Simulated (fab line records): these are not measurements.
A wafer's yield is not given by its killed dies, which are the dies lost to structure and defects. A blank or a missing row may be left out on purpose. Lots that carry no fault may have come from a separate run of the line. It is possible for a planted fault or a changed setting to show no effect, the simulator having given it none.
A single fault, viewed from 3 desks -- flow n5-finfet -- what lay behind the numbers comes last; until then each desk has only its own

AT THE TOOL OWNER'S DESK: rie-diel-01
The tool's own readings at N5_PASSIVATION_ETCH_15 (etches SiCN in CF4/N2, target depth 75 nm, time 81.2 s): means of the sampled wafers that have a number, for each lot that ran on this tool. A lot is out of limits, marked OUT, if its mean lies more than 4 standard deviations from the usual mean; the brackets give that distance.
Columns: A = cf4-flow-sccm at N5_PASSIVATION_ETCH_15, usual 59.98 sccm; B = drypump-motor-current-A at N5_PASSIVATION_ETCH_15, usual 5.5 A; C = oes-product-au at N5_PASSIVATION_ETCH_15, usual 0.77 a.u.; D = rf-fwd-power-W at N5_PASSIVATION_ETCH_15, usual 427.7 W; E = rf-vpp-V at N5_PASSIVATION_ETCH_15, usual 381.5 V; F = showerhead-plenum-p-Torr at N5_PASSIVATION_ETCH_15, usual 2.18 Torr; G = throttle-valve-pct at N5_PASSIVATION_ETCH_15, usual 15.41 %
lot,first seen here,A,B,C,D,E,F,G
L833,day 12 02:05,59.96,5.6,0.80,427.2,382.9,2.21,15.41
L839,day 13 15:38,60.02,5.8,0.85,425.9,379.6,2.11,15.35
L841,day 14 01:17,59.94,6.0,0.94,430.0,381.5,2.17,15.27
L844,day 15 07:44,60.04,6.1,0.88,427.9,381.8,2.18,15.32
L856,day 18 12:07,59.88,4.9,0.88,427.8,381.6,2.18,15.35
This desk found nothing out of limits on any of the 5 lots.

THE DEFECT DESK
Lot by lot, what the route's inspections counted, given as the mean of those sampled wafers with a number. A lot is out of limits, marked OUT, if its mean lies more than 4 standard deviations from the usual mean; the brackets give that distance.
Columns: A = raw-defect-count at N5_PASSIVATION_INSPECT_61, usual 2.0
lot,first seen here,A
L833,day 12 01:39,1.7
L836,day 12 15:35,2.7
L839,day 13 14:55,2.5
L841,day 14 00:45,2.0
L844,day 15 07:13,3.0
L856,day 18 11:22,2.0
L855,day 18 13:07,2.0
This desk found nothing out of limits on any of the 7 lots.

AT THE METROLOGY DESK
Means of the sampled wafers that have a number, per lot and without regard to the tool the lot ran on: this is what the gauges read. A lot is out of limits, marked OUT, if its mean lies more than 4 standard deviations from the usual mean; the brackets give that distance.
Columns: A = cd-nm at N5_PASSIVATION_CD_MEAS_10, usual 3000.0 nm; B = TV_OVL at N5_PASSIVATION_OVL_MEAS_60, usual 0 nm
lot,first seen here,A,B
L833,day 12 01:36,2998.4,3
L836,day 12 15:31,2999.3,-1
L839,day 13 14:52,3001.2,0
L841,day 14 00:41,2999.9,6
L844,day 15 07:09,3000.5,1
L856,day 18 11:19,2999.5,-0
L855,day 18 13:04,2999.2,-2
This desk found nothing out of limits on any of the 7 lots.

BROUGHT TOGETHER
Nothing out of limits was seen by the tool owner's desk.
Nothing out of limits was seen by the defect desk.
At the metrology desk, nothing out of limits was observed.

WHAT THE SIMULATOR HAD PUT IN
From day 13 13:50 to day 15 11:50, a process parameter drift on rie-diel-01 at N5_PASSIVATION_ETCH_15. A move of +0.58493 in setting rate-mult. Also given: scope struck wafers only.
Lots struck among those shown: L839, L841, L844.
